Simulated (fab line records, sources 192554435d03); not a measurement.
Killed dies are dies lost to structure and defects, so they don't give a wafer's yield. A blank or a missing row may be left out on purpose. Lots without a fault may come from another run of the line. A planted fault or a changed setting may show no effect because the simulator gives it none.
Which tool did it? | flow n5_finfet | 11 lots, 33 wafers sampled, at 2 steps of a route of 1938

WHAT THE GAUGES READ, wafer by wafer
N5_BEOL_M7_INSPECT_13: inspects for defects (brightfield).
lot  | measured     | on                | raw_defect_count
L076 | day 9 11:59  | defect_inspect-02 | 383 427 275
L077 | day 10 08:25 | defect_inspect-02 | 495 519 339
L079 | day 10 12:47 | defect_inspect-02 | 473 351 417
L081 | day 11 02:20 | defect_inspect-01 | 272 353 392
L083 | day 11 14:53 | defect_inspect-02 | 391 393 374
L084 | day 11 19:12 | defect_inspect-01 | 352 429 403
L089 | day 13 03:54 | defect_inspect-02 | 344 293 284
L088 | day 13 10:08 | defect_inspect-01 | 257 415 325
L093 | day 14 20:34 | defect_inspect-02 | 458 516 447
L092 | day 15 02:07 | defect_inspect-01 | 415 367 410
L097 | day 16 00:43 | defect_inspect-02 | 364 300 372

WHICH TOOL RAN EACH LOT (tool, then ch and the chambers of the sampled wafers, then the start)
lot  | N5_BEOL_M7_CURE_74
L076 | uv_cure-02 ch 0, day 9 09:38
L077 | uv_cure-03 ch 2, day 10 04:16
L079 | uv_cure-03 ch 0, day 10 11:47
L081 | uv_cure-02 ch 2, day 10 23:42
L083 | uv_cure-02 ch 1, day 11 13:52
L084 | uv_cure-03 ch 2, day 11 17:33
L089 | uv_cure-02 ch 0, day 13 02:04
L088 | uv_cure-02 ch 1, day 13 08:16
L093 | uv_cure-03 ch 2, day 14 18:58
L092 | uv_cure-01 ch 1, day 15 00:34
L097 | uv_cure-02 ch 0, day 15 21:59
- N5_BEOL_M7_CURE_74: cures SiCOH lowk, time 240 s.

THE ANSWER, worked out from the rows above alone
Rule: what is usual is taken from the lots themselves. Put in order of their means at a reading, lots are off if they are a third of the lots or fewer, leave a main group of 4 or more, and stand apart from it by a gap of 3 or more times the standard deviation of the main group's means; of several such gaps the widest counts. A main group whose means are all the same, to the digits that the tables above print for the reading, isn't used. A lot without any number at a reading at which 4 lots or more have one is off too. The other lots that the step has rows for count as sound.
No lot is off at any reading shown: from this, nothing can be told.

WHAT THE SIMULATOR HAD PUT IN
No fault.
